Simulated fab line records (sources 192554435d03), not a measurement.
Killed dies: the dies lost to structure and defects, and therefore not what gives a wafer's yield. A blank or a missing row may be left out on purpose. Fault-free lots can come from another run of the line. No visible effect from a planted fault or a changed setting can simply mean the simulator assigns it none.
Split-lot study	flow n5 finfet	7 lots, 39 wafers read, on a route of 1938 steps

== ON THE SPLIT ==
At N5_BEOL_M11_ETCH_41 (etches SiCN in CH3F/O2, target depth 42.6 nm, time 86 s), the setting time s was moved away from the recipe's 86 s on 12 of the 39 wafers read, by -24.2% to +36.0%. This setting was run at the recipe's value on the other wafers.

The reading is taken at the split's own step.

== THE READING ==
etch.depth nm (the simulator's own value, which no gauge read), in nm, at N5_BEOL_M11_ETCH_41 (etches SiCN in CH3F/O2, target depth 42.6 nm, time 86 s). The file does not state a usual value for it. Across the 27 wafers here that went through the recipe, the average is 32.30 nm and the standard deviation 1.1 nm.

wafer	tool, chamber at the split	time s as run, s	against the recipe	etch.depth nm, nm	against lot-mates on the recipe
L074.1	rie diel-05, 2	86	recipe	30.25	-
L074.2	rie diel-05, 1	86	recipe	31.61	-
L074.3	rie diel-05, 3	86	recipe	33.6	-
L074.4	rie diel-05, 0	86	recipe	31.85	-
L074.5	rie diel-05, 2	86	recipe	30.08	-
L074.6	rie diel-05, 3	86	recipe	33.57	-
L082.1	rie diel-05, 0	86	recipe	31.82	-
L082.2	rie diel-05, 2	86	recipe	32.08	-
L082.3	rie diel-05, 1	86	recipe	31.15	-
L082.4	rie diel-05, 3	86	recipe	33.2	-
L082.5	rie diel-05, 0	86	recipe	31.64	-
L082.6	rie diel-05, 3	86	recipe	33.19	-
L086.1	rie diel-01, 3	69.76	-18.9%	26.96	-5.72
L086.2	rie diel-01, 0	69.76	-18.9%	26.44	-6.24
L086.3	rie diel-01, 1	86	recipe	32.69	-
L086.4	rie diel-01, 1	69.76	-18.9%	26.36	-6.32
L086.5	rie diel-01, 0	86	recipe	32.28	-
L086.6	rie diel-01, 3	86	recipe	33.08	-
L089.1	rie diel-01, 0	86	recipe	32.27	-
L089.2	rie diel-01, 3	69.29	-19.4%	26.13	-6.53
L089.3	rie diel-01, 2	86	recipe	33.93	-
L089.4	rie diel-01, 1	86	recipe	31.77	-
L089.5	rie diel-01, 3	69.29	-19.4%	26.28	-6.38
L089.6	rie diel-01, 2	69.29	-19.4%	27.14	-5.52
L093.1	rie diel-06, 1	86	recipe	34.18	-
L093.5	rie diel-06, 1	86	recipe	33.83	-
L093.6	rie diel-06, 2	86	recipe	32.58	-
L094.1	rie diel-05, 3	86	recipe	33.27	-
L094.2	rie diel-05, 0	117	+36.0%	43.43	+11.26
L094.3	rie diel-05, 1	86	recipe	31.45	-
L094.4	rie diel-05, 2	117	+36.0%	43.28	+11.11
L094.5	rie diel-05, 1	117	+36.0%	42.74	+10.57
L094.6	rie diel-05, 0	86	recipe	31.78	-
L095.1	rie diel-05, 3	65.15	-24.2%	25.11	-6.52
L095.2	rie diel-05, 0	65.15	-24.2%	23.98	-7.65
L095.3	rie diel-05, 1	86	recipe	31.31	-
L095.4	rie diel-05, 2	65.15	-24.2%	24.22	-7.41
L095.5	rie diel-05, 2	86	recipe	32.01	-
L095.6	rie diel-05, 1	86	recipe	31.56	-

THE FIT
A straight line over all 39 wafers: etch.depth nm changes by +0.306 nm for each +1% of time s; r = +0.98; the points scatter about the line by 0.94 nm.
The same after taking each lot's own level away (the mean of its wafers on the recipe; 39 wafers): +0.307 nm for each +1%; r = +0.98; scatter 0.81 nm.
Per that fit: largest time s move, reading shift of 11 nm.
Measured against the standard deviation above, the lots' own levels, which go from 31.627 to 33.530 nm, span 1.8 times it.
Hence the lot-to-lot level has little effect on the slope; both slopes agree.
Check: with one of the wafers moved furthest among these (+36.0%) left out of the fit, the line predicts +11 nm for it against its lot-mates. Against them it came out at +11.3 nm.

== FILE'S OWN FIT ==
etch.depth nm changes by +0.307 nm for each +1% of time s, r = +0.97.
